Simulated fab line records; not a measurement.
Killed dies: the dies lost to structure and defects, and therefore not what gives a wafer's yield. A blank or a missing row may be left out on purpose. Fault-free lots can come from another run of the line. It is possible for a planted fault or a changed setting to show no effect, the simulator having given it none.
Struck lot and sound lot, side by side + flow nand-harc + 15 steps out of a route of 1159
Sound: these wafers, L774.2, L774.3, L774.4. Struck: wafers L786.2, L786.5. (L786.4 of the same lot was not struck and is left out.) The cause comes at the end.
At each step with rows: each side's tool, then ch and its chambers, then its first start. Under that, the readings that differ: sound wafers + struck wafers + difference of the means + sigmas: that difference in standard deviations of wafers without a fault.
alike: same words and numbers on both sides, and readings whose means sit less than 2 such deviations apart. not compared: any withheld reading, any reading some wafer has no value for, any bound like >300 that may hide the same value, and any number with overlapping values for which the record gives no deviation.
A row with sigmas, a row that says differs or no value, or rows on one side alone: a step with any of these is where the two part. Numbers that have no deviation but don't overlap get no sigmas and don't part them. A reading missing from all wafers of one side parts the sides only when that side holds two or more wafers.

first, 8 steps without rows for these wafers: NHARC_A_CONTACT_COAT_61 (time 75 s); NHARC_A_CONTACT_COAT_62 (time 65 s); NHARC_A_CONTACT_COAT_63 (resist thk 90 nm); NHARC_A_CONTACT_SOFTBAKE_64 (time 55 s); NHARC_A_CONTACT_EBR_65; NHARC_A_CONTACT_EXPOSE_66 (exposes mask A CC 2); NHARC_A_CONTACT_PEB_67 (peb time 65 s); NHARC_A_CONTACT_DEVELOP_68 (develop time 35 s).
NHARC_A_CONTACT_CD_MEAS_69 targets a cd of 200 nm.
  sound on cd-sem-01 ch 0, day 17 02:22; struck on cd-sem-03 ch 0, day 20 12:56
  alike: cd-nm
NHARC_A_CONTACT_OVL_MEAS_70:
  sound on overlay-02 at day 17 02:28; struck on overlay-02 at day 20 13:02
| reading           | sound          | struck  | difference | sigmas |
|-------------------|----------------|---------|------------|--------|
| overlay-x-nm (nm) | -1.6 -1.6 -1.2 | 1.5 1.7 | +3.1       | +3     |
  alike: overlay-y-nm
NHARC_A_CONTACT_INSPECT_71:
  sound on defect-inspect-01 at day 17 02:29; struck on defect-inspect-02 at day 20 13:04
  alike: raw-defect-count
NHARC_A_CONTACT_DESCUM_74: chemistry O2, time 3 s.
  sound on rie-diel-13 ch 0,1,3, day 17 02:35; struck on rie-diel-12 ch 2,3, day 20 13:08
  alike: chamber-pressure-mTorr, drypump-motor-current-A, mfc-ar-sccm, oes-product-au, rf-vpp-V, showerhead-plenum-p-Torr, throttle-valve-pct
  not compared: rf-hours-counter-h
NHARC_A_CONTACT_ETCH_75: etches the open film in CF4, target depth 39 nm, time 65 s.
  sound on rie-diel-13 ch 1,2,3, day 17 02:41; struck on rie-diel-12 ch 2, day 20 13:13
| reading                         | sound             | struck      | difference                    | sigmas |
|---------------------------------|-------------------|-------------|-------------------------------|--------|
| rf-fwd-power-W (W)              | 296.6 295.7 295.2 | - -         | no value on the struck wafers |        |
| rf-vpp-V (V)                    | 151.3 151.2 149.2 | 153.2 153.5 | +2.8                          | +2     |
| run-length-s (s)                | 86.7 86.1 86.3    | 71.8 71.6   | -14.7                         | -37    |
| showerhead-plenum-p-Torr (Torr) | 1.73 1.74 1.68    | 1.87 1.87   | +0.15                         | +2     |
  alike: chamber-pressure-mTorr, drypump-motor-current-A, mfc-ar-sccm, oes-product-au, throttle-valve-pct
  not compared: rf-hours-counter-h
NHARC_A_CONTACT_ETCH_76: etches the open film in N2/H2, target depth 260 nm, time 475.3 s.
  sound on rie-diel-13 ch 0,1,3; struck on rie-diel-12 ch 2,3
  alike: chamber-pressure-mTorr, drypump-motor-current-A, mfc-ar-sccm, oes-product-au, rf-fwd-power-W, rf-vpp-V, run-length-s, showerhead-plenum-p-Torr, throttle-valve-pct
  not compared: rf-hours-counter-h
NHARC_END_SORT_01:
  the record has rows for the sound wafers here (prober-02 ch 0, day 19 22:32) and none for the struck ones

WHERE THEY PART
First at NHARC_A_CONTACT_OVL_MEAS_70; last, within this record, at NHARC_END_SORT_01.

WHY: what the simulator had put in
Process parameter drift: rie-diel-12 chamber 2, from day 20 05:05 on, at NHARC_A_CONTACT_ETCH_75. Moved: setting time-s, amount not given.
